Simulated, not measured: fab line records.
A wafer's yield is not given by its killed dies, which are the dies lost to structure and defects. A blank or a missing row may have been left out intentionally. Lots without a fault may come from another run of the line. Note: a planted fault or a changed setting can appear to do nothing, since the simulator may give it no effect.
Matching of chambers / flow n5_finfet / 4 sister chambers for N5_HKMG_FIN_ETCH_54 on rie_diel-02
The step etches SiARC in CF4, target depth 45.5 nm, time 75.8 s. 18 wafers are shown with their chamber, then 9 later ones without.

## EACH WAFER AND ITS CHAMBER
wafer=L074.1; chamber=2; drypump_motor_current_A (A)=5.1; throttle_valve_pct (%)=15.7; showerhead_plenum_p_Torr (Torr)=2.22
wafer=L074.2; chamber=1; drypump_motor_current_A (A)=5.7; throttle_valve_pct (%)=15.7; showerhead_plenum_p_Torr (Torr)=2.15
wafer=L074.3; chamber=0; drypump_motor_current_A (A)=6.2; throttle_valve_pct (%)=15.9; showerhead_plenum_p_Torr (Torr)=2.21
wafer=L074.4; chamber=3; drypump_motor_current_A (A)=5.3; throttle_valve_pct (%)=16.0; showerhead_plenum_p_Torr (Torr)=2.21
wafer=L074.5; chamber=0; drypump_motor_current_A (A)=6.1; throttle_valve_pct (%)=15.9; showerhead_plenum_p_Torr (Torr)=2.21
wafer=L074.6; chamber=1; drypump_motor_current_A (A)=5.7; throttle_valve_pct (%)=15.7; showerhead_plenum_p_Torr (Torr)=2.15
wafer=L077.1; chamber=0; drypump_motor_current_A (A)=6.1; throttle_valve_pct (%)=15.9; showerhead_plenum_p_Torr (Torr)=2.20
wafer=L077.3; chamber=1; drypump_motor_current_A (A)=5.7; throttle_valve_pct (%)=15.7; showerhead_plenum_p_Torr (Torr)=2.15
wafer=L077.6; chamber=1; drypump_motor_current_A (A)=5.7; throttle_valve_pct (%)=15.7; showerhead_plenum_p_Torr (Torr)=2.15
wafer=L078.4; chamber=1; drypump_motor_current_A (A)=5.8; throttle_valve_pct (%)=15.7; showerhead_plenum_p_Torr (Torr)=2.15
wafer=L078.5; chamber=2; drypump_motor_current_A (A)=5.1; throttle_valve_pct (%)=15.7; showerhead_plenum_p_Torr (Torr)=2.21
wafer=L078.6; chamber=1; drypump_motor_current_A (A)=5.8; throttle_valve_pct (%)=15.7; showerhead_plenum_p_Torr (Torr)=2.15
wafer=L085.1; chamber=2; drypump_motor_current_A (A)=5.1; throttle_valve_pct (%)=15.7; showerhead_plenum_p_Torr (Torr)=2.21
wafer=L085.4; chamber=3; drypump_motor_current_A (A)=5.3; throttle_valve_pct (%)=16.1; showerhead_plenum_p_Torr (Torr)=2.20
wafer=L085.6; chamber=1; drypump_motor_current_A (A)=5.7; throttle_valve_pct (%)=15.8; showerhead_plenum_p_Torr (Torr)=2.14
wafer=L089.2; chamber=3; drypump_motor_current_A (A)=5.3; throttle_valve_pct (%)=16.1; showerhead_plenum_p_Torr (Torr)=2.20
wafer=L089.3; chamber=2; drypump_motor_current_A (A)=5.1; throttle_valve_pct (%)=15.7; showerhead_plenum_p_Torr (Torr)=2.21
wafer=L089.6; chamber=1; drypump_motor_current_A (A)=5.7; throttle_valve_pct (%)=15.8; showerhead_plenum_p_Torr (Torr)=2.14

SIGNATURES (averages over the wafers above)
reading=drypump_motor_current_A; chamber 0=6.133; chamber 1=5.725; chamber 2=5.100; chamber 3=5.300; scatter within a chamber=0.0393
reading=throttle_valve_pct; chamber 0=15.900; chamber 1=15.725; chamber 2=15.700; chamber 3=16.067; scatter within a chamber=0.0393
reading=showerhead_plenum_p_Torr; chamber 0=2.2067; chamber 1=2.1475; chamber 2=2.2125; chamber 3=2.2033; scatter within a chamber=0.00506
Rule: for a wafer and a chamber, the distance is found by dividing, reading by reading, the gap between the wafer's reading and the chamber's mean by the reading's scatter, squaring, summing and taking the root. If the next closest chamber is less than 2 further off than the closest, the wafer can't be placed; otherwise it belongs to the closest. How the scatter is found: for the shown wafers, subtract from each reading the mean of its chamber, square and add these, divide the total by (wafers less chambers), then take the root.

## WAFERS WITHOUT THEIR CHAMBER
wafer=L091.2; drypump_motor_current_A (A)=5.7; throttle_valve_pct (%)=15.8; showerhead_plenum_p_Torr (Torr)=2.14
wafer=L091.3; drypump_motor_current_A (A)=6.2; throttle_valve_pct (%)=16.0; showerhead_plenum_p_Torr (Torr)=2.19
wafer=L091.4; drypump_motor_current_A (A)=5.3; throttle_valve_pct (%)=16.1; showerhead_plenum_p_Torr (Torr)=2.20
wafer=L094.2; drypump_motor_current_A (A)=6.2; throttle_valve_pct (%)=16.0; showerhead_plenum_p_Torr (Torr)=2.19
wafer=L094.3; drypump_motor_current_A (A)=5.8; throttle_valve_pct (%)=15.8; showerhead_plenum_p_Torr (Torr)=2.14
wafer=L094.5; drypump_motor_current_A (A)=5.1; throttle_valve_pct (%)=15.7; showerhead_plenum_p_Torr (Torr)=2.20
wafer=L097.1; drypump_motor_current_A (A)=5.3; throttle_valve_pct (%)=15.7; showerhead_plenum_p_Torr (Torr)=2.20
wafer=L097.4; drypump_motor_current_A (A)=6.2; throttle_valve_pct (%)=16.0; showerhead_plenum_p_Torr (Torr)=2.19
wafer=L097.5; drypump_motor_current_A (A)=5.1; throttle_valve_pct (%)=15.7; showerhead_plenum_p_Torr (Torr)=2.20

## WHICH CHAMBER EACH WENT THROUGH
wafer=L091.2; from the rows above=1; in truth=1
wafer=L091.3; from the rows above=0; in truth=0
wafer=L091.4; from the rows above=3; in truth=3
wafer=L094.2; from the rows above=0; in truth=0
wafer=L094.3; from the rows above=1; in truth=1
wafer=L094.5; from the rows above=2; in truth=2
wafer=L097.1; from the rows above=2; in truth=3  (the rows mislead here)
wafer=L097.4; from the rows above=0; in truth=0
wafer=L097.5; from the rows above=2; in truth=2
Correct placement for 8 of the 9. Not placeable from these rows: 0. Wrongly placed: 1.
